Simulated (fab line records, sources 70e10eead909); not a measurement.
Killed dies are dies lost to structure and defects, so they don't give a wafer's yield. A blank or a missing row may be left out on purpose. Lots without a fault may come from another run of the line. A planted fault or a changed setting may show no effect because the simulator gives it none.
A struck lot beside a sound one | flow nand_harc | 40 steps out of a route of 1302
Sound: wafers L583.3, L583.4, L583.5. Struck: wafers L592.3, L592.5, L592.6. The cause comes at the end.
At each step with rows: each side's tool, then ch and its chambers, then its first start. Under that, the readings that differ: sound wafers | struck wafers | difference of the means | sigmas: that difference in standard deviations of wafers without a fault.
alike: readings whose means differ by less than 2 such deviations, and words and numbers that are the same on both sides. not compared: withheld readings, readings that some wafer has no value for, bounds like >300 that may hide the same value, and numbers for which the record gives no deviation and whose values overlap.
The two part at a step that has a row with sigmas, a row that says differs or no value, or rows on one side only. Numbers that don't overlap but have no deviation are shown without sigmas and don't part them. A reading that every wafer of one side lacks parts them only if that side has two wafers or more.

first, 8 steps without rows for these wafers: NHARC_A_STAIRCASE_HARDBAKE_218 (time 140 s); NHARC_A_STAIRCASE_DESCUM_219 (chemistry O2, time 3 s); NHARC_A_STAIRCASE_TRIM_220 (chemistry O2, time 211.2 s); NHARC_A_STAIRCASE_ETCH_221 (etches the open film in C4F8/O2, target depth 100 nm, time 40.5 s); NHARC_A_STAIRCASE_TRIM_222 (chemistry O2, time 211.2 s); NHARC_A_STAIRCASE_ETCH_223 (etches the open film in C4F8/O2, target depth 100 nm, time 40.5 s); NHARC_A_STAIRCASE_TRIM_224 (chemistry O2, time 211.2 s); NHARC_A_STAIRCASE_ETCH_225 (etches the open film in C4F8/O2, target depth 100 nm, time 40.5 s).
NHARC_A_STAIRCASE_TRIM_226: chemistry O2, time 211.2 s.
  sound on rie_diel-02 ch 0,2; struck on rie_diel-09 ch 0,1
  reading                         | sound          | struck         | difference | sigmas
  showerhead_plenum_p_Torr (Torr) | 3.45 3.28 3.28 | 3.65 3.65 3.51 | +0.27      | +2
  alike: drypump_motor_current_A, oes_product_au, rf_vpp_V, throttle_valve_pct
  not compared: rf_hours_counter_h
then, 2 steps without rows for these wafers: NHARC_A_STAIRCASE_ETCH_227 (etches the open film in C4F8/O2, target depth 100 nm, time 40.5 s); NHARC_A_STAIRCASE_TRIM_229 (chemistry O2, time 211.2 s).
NHARC_A_STAIRCASE_ETCH_230: etches the open film in C4F8/O2, target depth 100 nm, time 40.5 s.
  sound on rie_diel-09 ch 0,1,2, day 20 13:35; struck on rie_diel-12 ch 1,2, day 23 09:57
  reading               | sound             | struck            | difference | sigmas
  oes_product_au (a.u.) | 0.949 0.970 0.957 | 0.917 0.914 0.945 | -0.033     | -2
  alike: rf_vpp_V
  not compared: rf_hours_counter_h
then, 3 steps without rows for these wafers: NHARC_A_STAIRCASE_TRIM_231 (chemistry O2, time 211.2 s); NHARC_A_STAIRCASE_ETCH_232 (etches the open film in C4F8/O2, target depth 100 nm, time 40.5 s); NHARC_A_STAIRCASE_TRIM_233 (chemistry O2, time 211.2 s).
NHARC_A_STAIRCASE_ETCH_234: etches the open film in C4F8/O2, target depth 100 nm, time 40.5 s.
  sound on rie_diel-09 ch 2,3; struck on rie_diel-12 ch 0,1,2
  alike: oes_product_au, rf_vpp_V
  not compared: rf_hours_counter_h
then, 2 steps without rows for these wafers: NHARC_A_STAIRCASE_TRIM_235 (chemistry O2, time 211.2 s); NHARC_A_STAIRCASE_ETCH_236 (etches the open film in C4F8/O2, target depth 100 nm, time 40.5 s).
NHARC_A_STAIRCASE_STRIP_238: strips in O2.
  sound on plasma_asher-01 ch 0,1, day 20 14:33; struck on plasma_asher-01 ch 0,1, day 23 10:57
  alike: drypump_motor_current_A, heater_power_w
  not compared: rf_hours_counter_h
then, 18 steps without rows for these wafers: NHARC_A_STAIRCASE_STRIP_239 (strips in SPM, time 900 s); NHARC_A_STAIRCASE_PRECLEAN_240 (cleans in SC1); NHARC_A_STAIRCASE_SRD_241; NHARC_A_STAIRCASE_DEHYDRATE_242 (time 120 s); NHARC_A_STAIRCASE_HMDS_243 (time 30 s); NHARC_A_STAIRCASE_COAT_244; NHARC_A_STAIRCASE_SOFTBAKE_245 (time 170 s); NHARC_A_STAIRCASE_EBR_246; NHARC_A_STAIRCASE_EXPOSE_247 (exposes mask SDS 1); NHARC_A_STAIRCASE_PEB_248 (peb time 130 s); NHARC_A_STAIRCASE_DEVELOP_249 (time 140 s); NHARC_A_STAIRCASE_HARDBAKE_251 (time 140 s); NHARC_A_STAIRCASE_DESCUM_252 (chemistry O2, time 3 s); NHARC_A_STAIRCASE_ETCH_253 (etches the open film in C4F8/O2, target depth 50 nm, time 20.2 s); NHARC_A_STAIRCASE_STRIP_254 (strips in O2); NHARC_A_STAIRCASE_STRIP_255 (strips in SPM, time 900 s); NHARC_A_STAIRCASE_PRECLEAN_256 (cleans in SC1); NHARC_A_STAIRCASE_SRD_257.
NHARC_A_STAIRCASE_HM_DEP_456: deposits aC, target thk 3100 nm.
  sound on acl_dep-02 ch 0, day 20 17:34; struck on acl_dep-01 ch 0, day 23 14:54
  alike: throttle_valve_pct
NHARC_A_STAIRCASE_DEP_259: deposits SiON, target thk 30 nm.
  sound on pecvd-03 ch 0,1, day 20 18:48; struck on pecvd-02 ch 0,1,2, day 23 16:10
  alike: heater_power_outer_w, heater_power_w
  not compared: since_wet_clean_h
-- the record jumps here: 9 days lie between the struck wafers' starts before and after (it left off in module A_STAIRCASE and takes up again in module END, whose first step shown is number 1302 of the route) --
NHARC_END_SORT_01:
  the record has rows for the struck wafers here (prober-01 ch 0, day 32 09:47) and none for the sound ones

WHERE THEY PART
First at NHARC_A_STAIRCASE_TRIM_226; last, within this record, at NHARC_END_SORT_01.

WHY: what the simulator had put in
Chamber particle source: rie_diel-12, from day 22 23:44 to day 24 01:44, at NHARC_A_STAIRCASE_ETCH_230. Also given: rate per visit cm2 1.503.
